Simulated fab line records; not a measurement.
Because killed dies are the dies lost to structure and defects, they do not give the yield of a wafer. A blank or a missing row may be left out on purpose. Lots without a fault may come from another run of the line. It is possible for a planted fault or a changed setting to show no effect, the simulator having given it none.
Chamber matching | flow n5-finfet | N5_BEOL_M5_CURE_79 on uv-cure-02 has 3 sister chambers
The step cures SiCOH lowk, time 240 s. 6 wafers are shown with their chamber, then 8 later ones without.

WAFERS WITH THEIR CHAMBER
wafer  | chamber | wafer_temp_C_max | lamp-power-pct (%)
L075.3 | 0       | 386.2            | 52.33
L075.5 | 0       | 387.0            | 52.31
L074.6 | 2       | 387.1            | 52.37
L085.3 | 1       | 387.1            | 52.30
L085.6 | 1       | 387.2            | 52.25
L088.2 | 2       | 386.9            | 52.39

WAFERS MISSING THEIR CHAMBER
wafer  | wafer_temp_C_max | lamp-power-pct (%)
L088.5 | 386.2            | 52.31
L088.6 | 386.4            | 52.32
L092.4 | 386.8            | 52.27
L092.5 | 387.0            | 52.28
L092.6 | 386.5            | 52.29
L093.1 | 387.1            | 52.32
L093.2 | 386.2            | 52.30
L093.4 | 387.1            | 52.31

WHICH CHAMBER EACH ONE RAN IN
wafer  | from the rows above          | in truth
L088.5 | can't be placed: 0 or 1      | 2
L088.6 | 0                            | 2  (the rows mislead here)
L092.4 | can't be placed: 1 or 0      | 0
L092.5 | can't be placed: 1 or 0      | 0
L092.6 | can't be placed: 0 or 1      | 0
L093.1 | can't be placed: 0 or 1 or 2 | 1
L093.2 | can't be placed: 0 or 1      | 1
L093.4 | can't be placed: 1 or 0 or 2 | 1
Correct placement for 0 of the 8. These rows do not allow placing 7 (true chamber among the candidates in 6). Wrongly placed: 1.
How it was worked out, from the rows above alone: a wafer's distance from a chamber is the root of the sum, over the readings, of the square of ((its reading less the chamber's mean) divided by the reading's scatter). The wafer belongs to the nearest chamber; if the next one is less than 2 further off, it can't be placed. Each chamber's mean is taken over the wafers shown for it. How the scatter is found: for the shown wafers, subtract from each reading the mean of its chamber, square and add these, divide the total by (wafers less chambers), then take the root.
